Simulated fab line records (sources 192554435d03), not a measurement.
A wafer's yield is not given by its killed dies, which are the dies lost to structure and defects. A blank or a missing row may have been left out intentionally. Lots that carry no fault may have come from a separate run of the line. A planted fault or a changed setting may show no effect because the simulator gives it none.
One fault seen from 3 desks | flow n5Finfet | each desk has only its own numbers; what lay behind them comes last

## AT THE TOOL OWNER'S DESK: arfiScanner-01
The tool's own readings at N5_BEOL_M9_EXPOSE_08 (exposes mask M9): means of the sampled wafers that have a number, for each lot that ran on this tool. Any lot whose mean is over 4 standard deviations away from the usual mean is out of limits and marked OUT; that distance is given in the brackets.
Columns: A = exposureDoseMJCm2 at N5_BEOL_M9_EXPOSE_08, usual 53.71
lot  | first seen here | A
L445 | day 9 13:16     | 53.74
L456 | day 12 08:54    | 55.09 (+23) OUT
L457 | day 12 18:40    | 54.73 (+17) OUT
This desk finds L456, L457 out of limits, L456 being first, at day 12 08:54 (exposureDoseMJCm2 at N5_BEOL_M9_EXPOSE_08). L445: within limits.

## AT THE METROLOGY DESK
What the gauges read for every lot (on any tool): the sampled wafers with a number, averaged. Any lot whose mean is over 4 standard deviations away from the usual mean is out of limits and marked OUT; that distance is given in the brackets.
Columns: A = M8_RS at N5_BEOL_M8_RS_MEAS_57, usual 0.286 ohm/sq; B = M9_ILD_THK at N5_BEOL_M9_THK_MEAS_01, usual 268 nm; C = cdNm at N5_BEOL_M9_CD_MEAS_11, usual 64.0 nm; D = M9_OVL at N5_BEOL_M9_OVL_MEAS_12, usual 0.5 nm
lot  | first seen here | A     | B   | C    | D
L444 | day 9 03:57     | 0.280 | 269 | 63.7 | 0.5
L445 | day 9 10:41     | 0.279 | 265 | 63.5 | 0.4
L456 | day 12 06:41    | 0.283 | 267 | 65.9 | 0.7
L457 | day 12 17:40    | 0.286 | 270 | 64.8 | 0.4
L460 | day 13 12:02    | 0.283 | 261 | 64.3 | 0.9
L466 | day 15 04:14    | 0.289 | 268 | 63.3 | 0.4
This desk's finding: nothing out of limits on any of the 6 lots.

## THE DEFECT DESK
Lot by lot, what the route's inspections counted, given as the mean of those sampled wafers with a number. Any lot whose mean is over 4 standard deviations away from the usual mean is out of limits and marked OUT; that distance is given in the brackets.
Columns: A = rawDefectCount at N5_BEOL_M8_INSPECT_58, usual 70; B = rawDefectCount at N5_BEOL_M9_INSPECT_13, usual 395
lot  | first seen here | A  | B
L444 | day 9 03:59     | 80 | 386
L445 | day 9 10:43     | 48 | 301
L456 | day 12 06:43    | 50 | 422
L457 | day 12 17:41    | 59 | 313
L460 | day 13 12:03    | 88 | 487
L466 | day 15 04:16    | 78 | 315
This desk's finding: nothing out of limits on any of the 6 lots.

## ALL TOGETHER
The tool owner's desk had the chance to raise an alarm at day 12 08:54 on L456, L457.
At the metrology desk, nothing out of limits was observed.
Nothing out of limits was seen by the defect desk.
The metrology desk has L456, L457 on record, within its limits.
The defect desk has L456, L457 on record, within its limits.
Of the lots named, all ran N5_BEOL_M9_EXPOSE_08 on arfiScanner-01.

## WHAT THE SIMULATOR PUT IN
Process parameters drifting: arfiScanner-01 at N5_BEOL_M9_EXPOSE_08, beginning at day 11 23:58. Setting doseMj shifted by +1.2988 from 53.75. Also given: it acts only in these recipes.
Lots struck among those shown: L456, L457.
Delay in hours, fault start to first out-of-limits reading, by desk: the tool owner's desk at 9.
